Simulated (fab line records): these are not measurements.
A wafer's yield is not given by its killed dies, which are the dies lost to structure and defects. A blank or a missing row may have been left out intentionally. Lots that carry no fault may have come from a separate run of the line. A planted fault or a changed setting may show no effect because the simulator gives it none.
Chamber matching | flow n5_finfet | cmp-04 running N5_BEOL_M9_CMP_52: 4 sister chambers
The step polishes, stops on SiCOH lowk, t overpolish 7 s, target thk 140 nm. 8 wafers are shown with their chamber, then 7 later ones without.

== WAFERS WITH THEIR CHAMBER ==
wafer  | chamber | motor_current_A (A) | time_to_endpoint_s (s)
L934.4 | 3       | 5.6                 | 64.9
L937.1 | 0       | 5.8                 | 64.2
L937.3 | 2       | 7.0                 | 62.2
L939.2 | 2       | 7.0                 | 63.3
L939.5 | 1       | 5.1                 | 64.3
L939.6 | 0       | 5.6                 | 65.0
L947.1 | 1       | 4.9                 | 65.1
L947.3 | 3       | 5.6                 | 64.1

== WAFERS MISSING THEIR CHAMBER ==
wafer  | motor_current_A (A) | time_to_endpoint_s (s)
L947.4 | 6.9                 | 63.4
L946.3 | 5.7                 | 65.8
L946.5 | 5.0                 | 65.5
L946.6 | 6.7                 | 65.1
L955.2 | 4.9                 | 62.5
L955.4 | 7.2                 | 62.1
L955.6 | 6.6                 | 62.5

== CHAMBER TAKEN BY EACH ==
wafer  | from the rows above     | in truth
L947.4 | 2                       | 2
L946.3 | can't be placed: 0 or 3 | 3
L946.5 | 1                       | 1
L946.6 | 2                       | 2
L955.2 | 1                       | 1
L955.4 | 2                       | 2
L955.6 | 2                       | 2
Placed correctly: 6 of 7. Can't be placed from these rows: 1 (the true chamber is among the candidates in 1). 0 placed wrongly.
How it was worked out, from the rows above alone: a wafer's distance from a chamber is the root of the sum, over the readings, of the square of ((its reading less the chamber's mean) divided by the reading's scatter). If the next closest chamber is less than 2 further off than the closest, the wafer can't be placed; otherwise it belongs to the closest. A chamber's mean is the mean of its shown wafers. The scatter: take each reading less its chamber's mean, square it, sum over the shown wafers, divide by the number of wafers less the number of chambers, and take the root.
